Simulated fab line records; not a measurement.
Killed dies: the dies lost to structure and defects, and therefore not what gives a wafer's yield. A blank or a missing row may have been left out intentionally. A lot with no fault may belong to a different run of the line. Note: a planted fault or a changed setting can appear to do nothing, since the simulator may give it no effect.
fab line records | flow nand_harc | part 2 of 2: steps 22 to 27 of 27
record: lots: 5 | wafers: 15 | last_day: 31
route steps=1302 shown A_STAIRCASE@646
lots that met no fault: from a run of the same line without faults
start_h: hours from the record's first day to the start of the lot's first wafer shown | wait_h: how many hours have passed since the lot's step before this one | " the same as in the row above | L1.1+2: several wafers, shown together as one row | - value missing, or start not given | * or withheld: withheld | < > ~ a bound
route shown NAME@n: a module of which the file shows steps, and the number in the route of the first | usual: average and standard deviation across the fault-free wafers | same: alike in all rows | chamber/n: place in a boat | sites: per-site readings | _std_site: the values' standard deviation | _edge_site: outer sites' mean less inner sites' | radius_mm: for every site, how far away it sits from the centre of the wafer | mask NAME#n: copy n | behind: the tool/chamber that last shaped the wafer | hold: cause of the lot's hold/its duration in hours/its outcome | device: names the non-switching transistor (n, p or np) | end of line: the same wafers' tests at the end of the route | a step with no rows: only its recipe | killed: count of dies lost to structure and defects at first sort (not the wafer's yield) | map: a wafer's dies, marking killed ones x, the rest . and places with no die _
set.NAME: the setting the step ran with; set.NAME@STEP: the setting that earlier step ran with | model.NAME: the simulator's own value behind a step, which no gauge read
certain route steps with their lots: each step a table, each wafer a row
services: the hour from which a tool's chamber was out of use, counted from the record's first day as start_h (under 0 if before that day), plus the number of hours and why
== steps ==
step: NHARC_A_STAIRCASE_ETCH_13
recipe: target_depth_a: 1000 | time_s: 40.5 | ion_energy_ev: 400 | c4f8_flow_sccm: 20 | o2_flow_sccm: 10 | ar_flow_sccm: withheld | rf_w: 600 | bias_w: 1000 | chemistry: C4F8/O2
usual: oes_product_au: 0.949/0.019 | rf_vpp_V: 896/6.6
lot.wafer | tool        | chamber | start_h | wait_h | oes_product_au | rf_hours_counter_h | rf_vpp_V
L075.3    | rie_diel-05 | 2       | -       | -      | 0.979          | 40                 | 888
L075.4    | "           | 1       | "       | "      | 0.948          | 40                 | 905
L075.6    | "           | 3       | "       | "      | 0.968          | -                  | 889
L086.4    | rie_diel-10 | 3       | -       | -      | 0.954          | 20                 | 907
L086.2    | "           | 1       | "       | "      | 0.930          | 7                  | 897
L086.1    | "           | 2       | "       | "      | 0.943          | 19                 | 893
L090.2    | rie_diel-05 | 3       | -       | -      | 0.945          | 19                 | 885
L090.1    | "           | 0       | "       | "      | 0.966          | 26                 | 890
L090.4    | "           | 1       | "       | "      | 0.934          | 27                 | 903
L087.2    | rie_diel-11 | 3       | -       | -      | 0.969          | 18                 | 896
L087.4    | "           | 0       | "       | "      | 0.934          | 18                 | 899
L087.5    | "           | 2       | "       | "      | 0.925          | -                  | 904
L089.1    | rie_diel-11 | 3       | -       | -      | 0.976          | 19                 | 896
L089.3    | "           | 2       | "       | "      | 0.925          | 19                 | 903
L089.6    | "           | 3       | "       | "      | 0.960          | -                  | 895
step: NHARC_A_STAIRCASE_TRIM_14
recipe: time_s: 211.2 | o2_flow_sccm: 500 | ar_flow_sccm: 0 | bias_w: 0 | chemistry: O2
usual: drypump_motor_current_A: 5.9/0.37 | mfc_ar_sccm: 0.007/0.013 | o2_flow_sccm: 500.0/1.5 | oes_product_au: 1.004/0.018 | rf_vpp_V: 57.8/0.88 | showerhead_plenum_p_Torr: 3.54/0.17 | throttle_valve_pct: 17.037/0.0093
lot.wafer | tool        | chamber | start_h | wait_h | drypump_motor_current_A | mfc_ar_sccm | o2_flow_sccm | oes_product_au | rf_hours_counter_h | rf_vpp_V | showerhead_plenum_p_Torr | throttle_valve_pct
L075.4    | rie_diel-05 | 1       | -       | -      | 6.1                     | 0           | 499.8        | 1.008          | 40                 | 58.3     | 3.76                     | 17.039
L075.3    | "           | 3       | "       | "      | 5.9                     | 0           | 500.8        | 1.008          | 41                 | 57.3     | 3.31                     | 17.045
L075.6    | "           | 1       | "       | "      | 6.1                     | 0           | 499.6        | 1.007          | -                  | 58.6     | 3.76                     | 17.034
L086.2    | rie_diel-10 | 0       | -       | -      | 5.7                     | 0           | 501.2        | 0.991          | 18                 | 57.7     | 3.49                     | 17.031
L086.1    | "           | 1       | "       | "      | 5.2                     | 0           | 500.0        | 0.987          | 7                  | 57.6     | 3.58                     | 17.042
L086.4    | "           | 2       | "       | "      | 5.7                     | 0.023       | 498.7        | 0.997          | 19                 | 58.0     | 3.48                     | 17.029
L090.1    | rie_diel-05 | 0       | -       | -      | 6.6                     | 0           | 499.5        | 1.038          | 26                 | 58.6     | 3.40                     | 17.035
L090.2    | "           | 1       | "       | "      | 6.1                     | 0           | 501.5        | 1.007          | 27                 | 58.1     | 3.73                     | 17.043
L090.4    | "           | 2       | "       | "      | 6.1                     | 0.044       | 500.7        | 1.008          | 27                 | 57.2     | 3.32                     | 17.042
L087.2    | rie_diel-11 | 0       | -       | -      | 5.6                     | 0.010       | 498.7        | 0.986          | 19                 | 58.2     | 3.66                     | 17.042
L087.4    | "           | 1       | "       | "      | 5.5                     | 0.007       | 499.5        | 0.966          | 18                 | 58.4     | 3.77                     | 17.038
L087.5    | "           | 0       | "       | "      | 5.6                     | 0.010       | 498.6        | 0.980          | -                  | 59.2     | 3.66                     | 17.034
L089.1    | rie_diel-11 | 0       | -       | -      | 5.7                     | 0.010       | 499.6        | 0.999          | 19                 | 56.6     | 3.66                     | 17.052
L089.3    | "           | 2       | "       | "      | 6.2                     | 0.000       | 497.4        | 0.986          | 19                 | 58.5     | 3.74                     | 17.026
L089.6    | "           | 1       | "       | "      | 5.5                     | 0.007       | 500.3        | 0.990          | -                  | 58.4     | 3.77                     | 17.044
step: NHARC_A_STAIRCASE_ETCH_15
recipe: target_depth_a: 1000 | time_s: 40.5 | ion_energy_ev: 400 | c4f8_flow_sccm: 20 | o2_flow_sccm: 10 | ar_flow_sccm: withheld | rf_w: 600 | bias_w: 1000 | chemistry: C4F8/O2
usual: oes_product_au: 0.945/0.016 | rf_vpp_V: 897/6.4
lot.wafer | tool        | chamber | start_h | wait_h | oes_product_au | rf_hours_counter_h | rf_vpp_V
L075.4    | rie_diel-05 | 1       | -       | -      | 0.940          | 40                 | 903
L075.3    | "           | 3       | "       | "      | 0.948          | 41                 | 888
L075.6    | "           | 0       | "       | "      | 0.928          | -                  | 890
L086.1    | rie_diel-10 | 2       | -       | -      | 0.951          | 19                 | 893
L086.4    | "           | 3       | "       | "      | 0.956          | 20                 | 907
L086.2    | "           | 1       | "       | "      | 0.942          | 7                  | 898
L090.2    | rie_diel-05 | 0       | -       | -      | 0.959          | 26                 | 892
L090.4    | "           | 1       | "       | "      | 0.941          | 27                 | 903
L090.1    | "           | 2       | "       | "      | 0.947          | 27                 | 890
L087.2    | rie_diel-11 | 1       | -       | -      | 0.934          | 18                 | 904
L087.4    | "           | 3       | "       | "      | 0.956          | 19                 | 895
L087.5    | "           | 1       | "       | "      | 0.943          | -                  | 903
L089.1    | rie_diel-11 | 2       | -       | -      | 0.923          | 19                 | 904
L089.3    | "           | 0       | "       | "      | 0.935          | 19                 | 901
L089.6    | "           | 1       | "       | "      | 0.927          | -                  | 903
step: NHARC_A_STAIRCASE_TRIM_16
recipe: time_s: 211.2 | o2_flow_sccm: 500 | ar_flow_sccm: 0 | bias_w: 0 | chemistry: O2
usual: drypump_motor_current_A: 5.9/0.36 | mfc_ar_sccm: 0.008/0.014 | o2_flow_sccm: 500.1/1.3 | oes_product_au: 1.003/0.018 | rf_vpp_V: 57.8/0.89 | showerhead_plenum_p_Torr: 3.54/0.17 | throttle_valve_pct: 17.037/0.0085
lot.wafer | tool        | chamber | start_h | wait_h | drypump_motor_current_A | mfc_ar_sccm | o2_flow_sccm | oes_product_au | rf_hours_counter_h | rf_vpp_V | showerhead_plenum_p_Torr | throttle_valve_pct
L075.4    | rie_diel-05 | 3       | -       | -      | 5.9                     | 0           | 501.7        | 1.012          | 41                 | 56.8     | 3.31                     | 17.045
L075.3    | "           | 1       | "       | "      | 6.1                     | 0           | 500.7        | 1.010          | 40                 | 58.3     | 3.76                     | 17.035
L075.6    | "           | 0       | "       | "      | 6.6                     | 0           | 502.5        | 1.000          | -                  | 58.0     | 3.42                     | 17.038
L086.1    | rie_diel-10 | 3       | -       | -      | 5.9                     | 0           | 501.4        | 1.002          | 20                 | 58.1     | 3.80                     | 17.028
L086.4    | "           | 0       | "       | "      | 5.7                     | 0           | 500.5        | 0.993          | 18                 | 58.2     | 3.49                     | 17.036
L086.2    | "           | 1       | "       | "      | 5.2                     | 0           | 499.9        | 0.976          | 7                  | 57.2     | 3.58                     | 17.050
L090.1    | rie_diel-05 | 2       | -       | -      | 6.2                     | 0.044       | 500.1        | 1.003          | 27                 | 58.0     | 3.32                     | 17.037
L090.4    | "           | 3       | "       | "      | 5.9                     | 0           | 500.5        | 1.022          | 19                 | 56.7     | 3.30                     | 17.035
L090.2    | "           | 0       | "       | "      | 6.7                     | 0           | 503.3        | 1.028          | 26                 | 57.0     | 3.40                     | 17.050
L087.4    | rie_diel-11 | 3       | -       | -      | 6.0                     | 0           | 502.0        | 1.028          | 19                 | 58.9     | 3.51                     | 17.037
L087.2    | "           | 2       | "       | "      | 6.2                     | 0.000       | 500.2        | 0.983          | 18                 | 57.9     | 3.74                     | 17.046
L087.5    | "           | 3       | "       | "      | 6.1                     | 0           | 500.9        | 1.031          | -                  | 58.5     | 3.51                     | 17.039
L089.3    | rie_diel-11 | 1       | -       | -      | 5.5                     | 0.007       | 498.3        | 0.980          | 19                 | 57.8     | 3.77                     | 17.050
L089.1    | "           | 2       | "       | "      | 6.2                     | 0.000       | 498.6        | 0.984          | 19                 | 57.6     | 3.74                     | 17.049
L089.6    | "           | 3       | "       | "      | 6.0                     | 0           | 498.6        | 1.021          | -                  | 56.3     | 3.51                     | 17.027
step: NHARC_A_STAIRCASE_ETCH_17
recipe: target_depth_a: 1000 | time_s: 40.5 | ion_energy_ev: 400 | c4f8_flow_sccm: 20 | o2_flow_sccm: 10 | ar_flow_sccm: withheld | rf_w: 600 | bias_w: 1000 | chemistry: C4F8/O2
usual: oes_product_au: 0.944/0.017 | rf_vpp_V: 896/6.4
lot.wafer | tool        | chamber | start_h | wait_h | oes_product_au | rf_hours_counter_h | rf_vpp_V
L075.3    | rie_diel-05 | 1       | -       | -      | 0.947          | 40                 | 904
L075.4    | "           | 3       | "       | "      | 0.933          | 42                 | 889
L075.6    | "           | 0       | "       | "      | 0.939          | -                  | 892
L086.2    | rie_diel-10 | 1       | -       | -      | 0.927          | 7                  | 899
L086.4    | "           | 3       | "       | "      | 0.941          | 20                 | 906
L086.1    | "           | 0       | "       | "      | 0.933          | 18                 | 894
L090.4    | rie_diel-05 | 0       | -       | -      | 0.970          | 27                 | 890
L090.1    | "           | 1       | "       | "      | 0.938          | 27                 | 904
L090.2    | "           | 2       | "       | "      | 0.953          | 28                 | 888
L087.4    | rie_diel-11 | 2       | -       | -      | 0.943          | 18                 | 904
L087.2    | "           | 0       | "       | "      | 0.925          | 19                 | 901
L087.5    | "           | 3       | "       | "      | 0.969          | -                  | 895
L089.3    | rie_diel-11 | 3       | -       | -      | 0.965          | 20                 | 896
L089.1    | "           | 2       | "       | "      | 0.925          | 19                 | 906
L089.6    | "           | 0       | "       | "      | 0.923          | -                  | 899
step: NHARC_A_STAIRCASE_TRIM_18
recipe: time_s: 211.2 | o2_flow_sccm: 500 | ar_flow_sccm: 0 | bias_w: 0 | chemistry: O2
usual: drypump_motor_current_A: 6.0/0.36 | mfc_ar_sccm: 0.007/0.014 | o2_flow_sccm: 500.0/1.6 | oes_product_au: 1.002/0.018 | rf_vpp_V: 57.8/0.93 | showerhead_plenum_p_Torr: 3.55/0.18 | throttle_valve_pct: 17.037/0.0086
lot.wafer | tool        | chamber | start_h | wait_h | drypump_motor_current_A | mfc_ar_sccm | o2_flow_sccm | oes_product_au | rf_hours_counter_h | rf_vpp_V | showerhead_plenum_p_Torr | throttle_valve_pct
L075.4    | rie_diel-05 | 1       | -       | -      | 6.1                     | 0           | 498.1        | 0.989          | 40                 | 59.0     | 3.76                     | 17.043
L075.3    | "           | 2       | "       | "      | 6.2                     | 0.044       | 501.2        | 1.015          | 40                 | 57.6     | 3.34                     | 17.034
L075.6    | "           | 1       | "       | "      | 6.1                     | 0           | 501.4        | 0.997          | -                  | 56.6     | 3.76                     | 17.037
L086.4    | rie_diel-10 | 3       | -       | -      | 5.9                     | 0           | 497.8        | 0.991          | 20                 | 58.0     | 3.80                     | 17.034
L086.2    | "           | 0       | "       | "      | 5.7                     | 0           | 502.1        | 0.986          | 18                 | 59.3     | 3.49                     | 17.040
L086.1    | "           | 1       | "       | "      | 5.2                     | 0           | 500.9        | 0.976          | 7                  | 56.8     | 3.58                     | 17.034
L090.2    | rie_diel-05 | 0       | -       | -      | 6.6                     | 0           | 501.4        | 1.023          | 27                 | 56.1     | 3.40                     | 17.042
L090.1    | "           | 2       | "       | "      | 6.2                     | 0.044       | 499.2        | 1.005          | 28                 | 58.3     | 3.32                     | 17.046
L090.4    | "           | 3       | "       | "      | 5.9                     | 0           | 500.8        | 1.019          | 19                 | 58.0     | 3.30                     | 17.027
L087.2    | rie_diel-11 | 2       | -       | -      | 6.2                     | 0.000       | 502.8        | 0.980          | 18                 | 57.6     | 3.74                     | 17.041
L087.4    | "           | 3       | "       | "      | 6.1                     | 0           | 496.6        | 1.027          | 19                 | 57.8     | 3.51                     | 17.034
L087.5    | "           | 1       | "       | "      | 5.4                     | 0.007       | 499.1        | 0.981          | -                  | 57.4     | 3.77                     | 17.046
L089.3    | rie_diel-11 | 3       | -       | -      | 6.0                     | 0           | 498.9        | 1.027          | 20                 | 58.4     | 3.51                     | 17.045
L089.1    | "           | 1       | "       | "      | 5.5                     | 0.007       | 498.3        | 0.981          | 19                 | 57.9     | 3.77                     | 17.024
L089.6    | "           | 3       | "       | "      | 6.1                     | 0           | 502.4        | 1.029          | -                  | 57.6     | 3.51                     | 17.045
== services ==
tool            | chamber | start_h | hours | kind
rie_diel-05     | 0       | 338.44  | -     | clean
rie_diel-05     | 1       | 338.44  | -     | clean
wet_bench-04    | -       | 338.84  | 3.9   | repair
plasma_asher-01 | -       | 342.00  | 9.0   | pm
wet_bench-06    | -       | 369.60  | 8.0   | pm
krf_scanner-01  | -       | 386.00  | 5.1   | repair
plasma_asher-01 | -       | 388.88  | 10.2  | repair
litho_track-02  | -       | 402.01  | 7.0   | pm
wet_bench-04    | -       | 403.20  | 8.0   | pm
rie_diel-05     | -       | 408.41  | 9.0   | pm
rie_diel-11     | -       | 416.68  | 0.2   | repair
rie_diel-10     | -       | 419.84  | 9.0   | pm
litho_track-07  | -       | 426.00  | 7.0   | pm
plasma_asher-02 | -       | 426.42  | 9.0   | pm
rie_diel-10     | 1       | 432.20  | 13.8  | repair
rie_diel-11     | -       | 432.57  | 9.0   | pm
krf_scanner-01  | -       | 436.95  | 0.5   | repair
krf_scanner-02  | -       | 438.00  | 4.0   | pm
litho_track-03  | -       | 450.00  | 7.0   | pm
krf_scanner-01  | -       | 455.93  | 2.5   | repair
plasma_asher-01 | -       | 466.89  | 15.7  | repair
krf_scanner-01  | -       | 484.00  | 4.0   | pm
plasma_asher-01 | -       | 484.48  | 2.4   | repair
wet_bench-06    | -       | 487.42  | 2.1   | repair
